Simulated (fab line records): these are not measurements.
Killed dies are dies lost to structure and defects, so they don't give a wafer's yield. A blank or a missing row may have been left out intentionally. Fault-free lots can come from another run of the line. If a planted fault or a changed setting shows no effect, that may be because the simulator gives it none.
Matching of chambers / flow n5Finfet / 4 sister chambers for N5_BEOL_M1_VIA_ETCH_34 on rieDiel-05
The step etches the open film in C4F6/O2, target depth 67.8 nm, time 64.4 s. 8 wafers are shown with their chamber, then 7 later ones without.

WAFERS, EACH WITH ITS CHAMBER
wafer=L077.5; chamber=1; drypumpMotorCurrentA (A)=5.3; throttleValvePct (%)=30.63
wafer=L086.1; chamber=0; drypumpMotorCurrentA (A)=5.8; throttleValvePct (%)=30.59
wafer=L086.4; chamber=1; drypumpMotorCurrentA (A)=5.3; throttleValvePct (%)=30.64
wafer=L089.2; chamber=2; drypumpMotorCurrentA (A)=6.2; throttleValvePct (%)=30.78
wafer=L091.4; chamber=2; drypumpMotorCurrentA (A)=6.2; throttleValvePct (%)=30.80
wafer=L091.6; chamber=3; drypumpMotorCurrentA (A)=6.4; throttleValvePct (%)=31.12
wafer=L093.1; chamber=0; drypumpMotorCurrentA (A)=5.8; throttleValvePct (%)=30.59
wafer=L093.3; chamber=3; drypumpMotorCurrentA (A)=6.3; throttleValvePct (%)=31.10

WAFERS MISSING THEIR CHAMBER
wafer=L093.5; drypumpMotorCurrentA (A)=5.3; throttleValvePct (%)=30.63
wafer=L096.1; drypumpMotorCurrentA (A)=6.2; throttleValvePct (%)=30.80
wafer=L096.2; drypumpMotorCurrentA (A)=6.4; throttleValvePct (%)=31.11
wafer=L096.3; drypumpMotorCurrentA (A)=5.8; throttleValvePct (%)=30.62
wafer=L094.1; drypumpMotorCurrentA (A)=6.2; throttleValvePct (%)=30.81
wafer=L094.4; drypumpMotorCurrentA (A)=5.4; throttleValvePct (%)=30.65
wafer=L094.5; drypumpMotorCurrentA (A)=5.3; throttleValvePct (%)=30.65

CHAMBER TAKEN BY EACH
wafer=L093.5; from the rows above=1; in truth=1
wafer=L096.1; from the rows above=2; in truth=2
wafer=L096.2; from the rows above=3; in truth=3
wafer=L096.3; from the rows above=0; in truth=0
wafer=L094.1; from the rows above=2; in truth=2
wafer=L094.4; from the rows above=1; in truth=1
wafer=L094.5; from the rows above=1; in truth=1
Correct placement for 7 of the 7. Not placeable from these rows: 0. Number placed wrongly: 0.
How it was worked out, from the rows above alone: a wafer's distance from a chamber is the root of the sum, over the readings, of the square of ((its reading less the chamber's mean) divided by the reading's scatter). The wafer belongs to the nearest chamber; if the next one is less than 2 further off, it can't be placed. A chamber's mean is the mean of its shown wafers. The scatter is the square root of a quotient: the sum, over the shown wafers, of each reading's squared deviation from its chamber's mean, divided by wafers minus chambers.
